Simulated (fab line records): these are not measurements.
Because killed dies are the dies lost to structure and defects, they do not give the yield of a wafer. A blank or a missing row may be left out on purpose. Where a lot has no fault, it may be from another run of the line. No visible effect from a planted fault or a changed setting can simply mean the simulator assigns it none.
Split-lot trial    flow n5 finfet    on a route of 1938 steps: 7 lots, 21 wafers read

## SPLIT DETAILS
At N5_BEOL_M7_COAT_59 (time 60 s, resist thk 100 nm), the setting spin rpm was moved away from the recipe's 1500 rpm on 11 of the 21 wafers read, by -11.2% to +8.9%. All remaining wafers had this setting at the recipe value.

The reading comes from the split's own step.

## THE READING
SOC_of_BEOL_M7_COAT_59.thk nm (the simulator's own value, which no gauge read), in nm, at N5_BEOL_M7_COAT_59 (time 60 s, resist thk 100 nm). No usual value for it is given in the file. Here, 10 wafers ran the recipe; their average is 100.6 nm with a standard deviation of 0.29 nm.

wafer   tool, chamber at the split  spin rpm as run, rpm  against the recipe  SOC_of_BEOL_M7_COAT_59.thk nm, nm  against lot-mates on the recipe
L079.1  litho track-01, 0           1500                  recipe              100.8                              -
L079.4  litho track-01, 0           1332                  -11.2%              106.8                              +6.0
L079.5  litho track-01, 0           1332                  -11.2%              106.8                              +6.0
L081.2  litho track-04, 0           1500                  recipe              101                                -
L081.3  litho track-04, 0           1633                  +8.9%               96.6                               -4.3
L081.6  litho track-04, 0           1500                  recipe              100.8                              -
L083.1  litho track-01, 0           1616                  +7.7%               96.6                               -3.6
L083.3  litho track-01, 0           1616                  +7.7%               96.4                               -3.8
L083.5  litho track-01, 0           1500                  recipe              100.2                              -
L090.1  litho track-04, 0           1500                  recipe              100.8                              -
L090.5  litho track-04, 0           1448                  -3.5%               102.8                              +2.0
L090.6  litho track-04, 0           1448                  -3.5%               102.4                              +1.6
L091.1  litho track-04, 0           1592                  +6.1%               97.6                               -3.0
L091.2  litho track-04, 0           1592                  +6.1%               97.4                               -3.2
L091.5  litho track-04, 0           1500                  recipe              100.6                              -
L086.3  litho track-01, 0           1500                  recipe              100                                -
L086.5  litho track-01, 0           1569                  +4.6%               97.6                               -2.4
L086.6  litho track-01, 0           1569                  +4.6%               97.6                               -2.4
L092.4  litho track-03, 0           1500                  recipe              100.8                              -
L092.5  litho track-03, 0           1500                  recipe              100.8                              -
L092.6  litho track-03, 0           1500                  recipe              100.6                              -

FIT RESULTS
A straight line over all 21 wafers: SOC_of_BEOL_M7_COAT_59.thk nm changes by -0.539 nm for each +1% of spin rpm; r = -0.99; the points scatter about the line by 0.34 nm.
The same after taking each lot's own level away (the mean of its wafers on the recipe; 21 wafers): -0.514 nm for each +1%; r = -1.00; scatter 0.15 nm.
Per that fit: largest spin rpm move, reading shift of 5.8 nm.
From 100.00 to 100.90 nm: that is the span of the lots' own levels, equal to 3.1 times the standard deviation above.
Consequently the slope shifts little with the lot-to-lot level, the two slopes agreeing.
Check: for one of the wafers moved furthest among these (-11.2%), held out of the fit, the line's prediction against its lot-mates is +5.74 nm. It came out at +6 nm against them.

## OTHER SPLITS ON THESE WAFERS
These wafers also went through other splits before the reading. Each is held against what the fit with the lots' levels taken away leaves over:
other split on the same wafers  wafers away from the commonest value  r with SOC_of_BEOL_M7_COAT_59.thk nm (lot level and that fit taken away)
N5_BEOL_M3_ETCH_64 time s       6                                     +0.09
N5_BEOL_M3_COAT_22 spin rpm     9                                     -0.01
N5_BEOL_M4_COAT_05 spin rpm     6                                     -0.07
N5_BEOL_M4_ETCH_64 time s       7                                     +0.17
N5_BEOL_M6_COAT_59 spin rpm     8                                     +0.42
N5_BEOL_M6_COAT_05 spin rpm     8                                     +0.17
N5_BEOL_M7_ILD_DEP_00 time s    6                                     +0.48

## FILE'S OWN FIT
SOC_of_BEOL_M7_COAT_59.thk nm changes by -0.509 nm for each +1% of spin rpm, r = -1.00.
